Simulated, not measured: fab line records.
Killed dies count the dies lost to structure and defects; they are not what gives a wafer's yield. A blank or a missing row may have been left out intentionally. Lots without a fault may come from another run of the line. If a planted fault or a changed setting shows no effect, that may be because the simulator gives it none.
Split-lot experiment    flow n5Finfet    route with 1938 steps; 7 lots, 21 wafers read

== ON THE SPLIT ==
At N5_SDB_COAT_05 (resist thk 90 nm), the setting spinRpm was moved away from the recipe's 1500 rpm on 8 of the 21 wafers read, by -8.3% to +10.3%. The other wafers ran this setting at the recipe's value.

== FROM THE SPLIT TO THE READING: what the file shows between them, 5 steps ==
- N5_SDB_EBR_07
- N5_SDB_SOFTBAKE_06: time 60 s
- N5_SDB_EXPOSE_08: exposes mask SDB
- N5_SDB_PEB_09: peb time 60 s
- N5_SDB_DEVELOP_10: develop time 30 s

== THE READING ==
CAR-ArF_of_SDB_COAT_05.thkNm (the simulator's own value, which no gauge read), in nm, at N5_SDB_DESCUM_16 (chemistry O2, time 7.9 s). The file does not state a usual value for it. Across the 13 wafers here that went through the recipe, the average is 83.6 nm and the standard deviation 0.24 nm.

wafer   tool, chamber at the split  spinRpm as run, rpm  against the recipe  CAR-ArF_of_SDB_COAT_05.thkNm, nm  against lot-mates on the recipe
L075.1  lithoTrack-05, 0            1376                 -8.3%               87.8                              +4.0
L075.3  lithoTrack-05, 0            1500                 recipe              83.8                              -
L075.4  lithoTrack-05, 0            1500                 recipe              83.8                              -
L077.1  lithoTrack-04, 0            1500                 recipe              83.6                              -
L077.2  lithoTrack-04, 0            1647                 +9.8%               79.4                              -4.2
L077.6  lithoTrack-04, 0            1647                 +9.8%               79                                -4.6
L083.3  lithoTrack-03, 0            1500                 recipe              83.8                              -
L083.4  lithoTrack-03, 0            1500                 recipe              83.4                              -
L083.6  lithoTrack-03, 0            1500                 recipe              83.6                              -
L090.1  lithoTrack-04, 0            1500                 recipe              83.4                              -
L090.4  lithoTrack-04, 0            1500                 recipe              83                                -
L090.5  lithoTrack-04, 0            1552                 +3.5%               82                                -1.2
L091.1  lithoTrack-05, 0            1589                 +5.9%               81.2                              -2.6
L091.4  lithoTrack-05, 0            1589                 +5.9%               81.4                              -2.4
L091.5  lithoTrack-05, 0            1500                 recipe              83.8                              -
L094.3  lithoTrack-04, 0            1500                 recipe              83.6                              -
L094.5  lithoTrack-04, 0            1500                 recipe              83.8                              -
L094.6  lithoTrack-04, 0            1500                 recipe              83.8                              -
L095.2  lithoTrack-03, 0            1654                 +10.3%              79.2                              -4.2
L095.4  lithoTrack-03, 0            1654                 +10.3%              79.2                              -4.2
L095.6  lithoTrack-03, 0            1500                 recipe              83.4                              -

THE FIT
A straight line over all 21 wafers: CAR-ArF_of_SDB_COAT_05.thkNm changes by -0.447 nm for each +1% of spinRpm; r = -0.99; the points scatter about the line by 0.26 nm.
The same after taking each lot's own level away (the mean of its wafers on the recipe; 21 wafers): -0.437 nm for each +1%; r = -1.00; scatter 0.19 nm.
On that fit, the largest move of spinRpm shifts the reading by 4.5 nm.
Across the lots, their own levels run from 83.20 to 83.80 nm, a range of 2.5 times the standard deviation given above.
The two slopes agree, so the slope changes little with the lot-to-lot level.
Check: for one of the wafers moved furthest among these (+10.3%), held out of the fit, the line's prediction against its lot-mates is -4.49 nm. Against them it came out at -4.2 nm.

== OTHER SPLITS ON THESE WAFERS ==
Before the reading, these wafers also passed through other splits. Each is held against what the fit with the lots' levels taken away leaves over:
other split on the same wafers  wafers away from the commonest value  r with CAR-ArF_of_SDB_COAT_05.thkNm (lot level and that fit taken away)
N5_SD_EPI_N_DESCUM_14 timeS     4                                     +0.20
N5_ILD0_CMP_03 downForcePsi     7                                     -0.12

== THE WHOLE CHAIN: every reading that the file lists as answering this split, in the file's order ==
step               what it does              reading                                                                        change (the file's fit)                r (the file's)
N5_SDB_COAT_05     resist thk 90 nm          CAR-ArF_of_SDB_COAT_05.thkNm (the simulator's own value, which no gauge read)  -0.445 nm for each +1% of the setting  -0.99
N5_SDB_DEVELOP_10  develop time 30 s         CAR-ArF_of_SDB_COAT_05.thkNm (the simulator's own value, which no gauge read)  -0.433 nm for each +1% of the setting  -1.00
N5_SDB_DESCUM_16   chemistry O2, time 7.9 s  CAR-ArF_of_SDB_COAT_05.thkNm (the simulator's own value, which no gauge read)  -0.436 nm for each +1% of the setting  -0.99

== FILE'S OWN FIT ==
CAR-ArF_of_SDB_COAT_05.thkNm changes by -0.436 nm for each +1% of spinRpm, r = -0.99.
